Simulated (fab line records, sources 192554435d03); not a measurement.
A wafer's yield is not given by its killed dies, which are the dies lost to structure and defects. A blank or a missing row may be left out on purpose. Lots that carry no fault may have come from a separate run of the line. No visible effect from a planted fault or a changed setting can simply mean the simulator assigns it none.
Matching of chambers	flow n5 finfet	4 sister chambers for N5_BEOL_M3_ETCH_77 on rie diel-06
The step etches underlayer in N2/H2, target depth 6.5 nm, time 5.2 s. 8 wafers are shown with their chamber, then 8 later ones without.

WAFERS, EACH WITH ITS CHAMBER
wafer	chamber	showerhead plenum p Torr (Torr)	throttle valve pct (%)
L075.3	3	2.68	17.38
L084.2	2	2.65	17.86
L084.6	3	2.68	17.38
L087.6	1	2.51	18.03
L089.1	0	2.51	18.11
L089.3	1	2.51	18.03
L089.4	2	2.64	17.90
L092.2	0	2.51	18.12

WAFERS MISSING THEIR CHAMBER
wafer	showerhead plenum p Torr (Torr)	throttle valve pct (%)
L092.4	2.50	18.04
L092.6	2.67	17.40
L093.1	2.67	17.41
L093.4	2.67	17.40
L093.6	2.67	17.42
L095.3	2.63	17.94
L095.5	2.63	17.90
L095.6	2.67	17.44

CHAMBER TAKEN BY EACH
wafer	from the rows above	in truth
L092.4	1	1
L092.6	3	3
L093.1	3	3
L093.4	3	3
L093.6	3	3
L095.3	2	2
L095.5	2	2
L095.6	3	3
Placed correctly: 8 of 8. Not placeable from these rows: 0. 0 placed wrongly.
How it was worked out, from the rows above alone: a wafer's distance from a chamber is the root of the sum, over the readings, of the square of ((its reading less the chamber's mean) divided by the reading's scatter). If the next closest chamber is less than 2 further off than the closest, the wafer can't be placed; otherwise it belongs to the closest. The mean given for a chamber averages the wafers shown for that chamber. The scatter: take each reading less its chamber's mean, square it, sum over the shown wafers, divide by the number of wafers less the number of chambers, and take the root.
